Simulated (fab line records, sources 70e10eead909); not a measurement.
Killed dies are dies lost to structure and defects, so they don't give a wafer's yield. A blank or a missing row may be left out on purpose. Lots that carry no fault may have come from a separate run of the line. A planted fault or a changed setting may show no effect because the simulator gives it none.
Chamber matching -- flow nand harc -- NHARC_A_CONTACT_ETCH_90 on rie diel-08: 4 sister chambers
The step etches the open film in CH3F/O2, target depth 40 nm, time 85.7 s. 8 wafers are shown with their chamber, then 12 later ones without.

## WAFERS, EACH WITH ITS CHAMBER
wafer,chamber,showerhead plenum p Torr (Torr),drypump motor current A (A)
L087.6,2,2.36,5.4
L088.4,3,2.33,5.4
L088.5,2,2.36,5.4
L090.4,0,2.52,6.8
L090.5,3,2.33,5.3
L091.2,0,2.51,6.8
L091.3,1,2.48,5.8
L091.6,1,2.48,5.7

## WAFERS WITHOUT THEIR CHAMBER
wafer,showerhead plenum p Torr (Torr),drypump motor current A (A)
L091.1,2.33,5.4
L091.4,2.36,5.3
L091.5,2.51,6.8
L092.1,2.36,5.4
L092.2,2.48,5.7
L092.3,2.33,5.4
L094.3,2.33,5.4
L094.5,2.51,6.8
L094.6,2.48,5.8
L095.2,2.51,6.8
L095.4,2.48,5.7
L095.6,2.33,5.4

## CHAMBER TAKEN BY EACH
wafer,from the rows above,in truth
L091.1,3,3
L091.4,2,2
L091.5,0,0
L092.1,2,2
L092.2,1,1
L092.3,3,3
L094.3,3,3
L094.5,0,0
L094.6,1,1
L095.2,0,0
L095.4,1,1
L095.6,3,3
12 of 12 placed correctly. Number that these rows cannot place: 0. Placed wrongly: 0.
How it was worked out, from the rows above alone: a wafer's distance from a chamber is the root of the sum, over the readings, of the square of ((its reading less the chamber's mean) divided by the reading's scatter). The wafer belongs to the nearest chamber; if the next one is less than 2 further off, it can't be placed. For every chamber, the mean is computed from those of its wafers that are shown. The scatter is the square root of a quotient: the sum, over the shown wafers, of each reading's squared deviation from its chamber's mean, divided by wafers minus chambers.
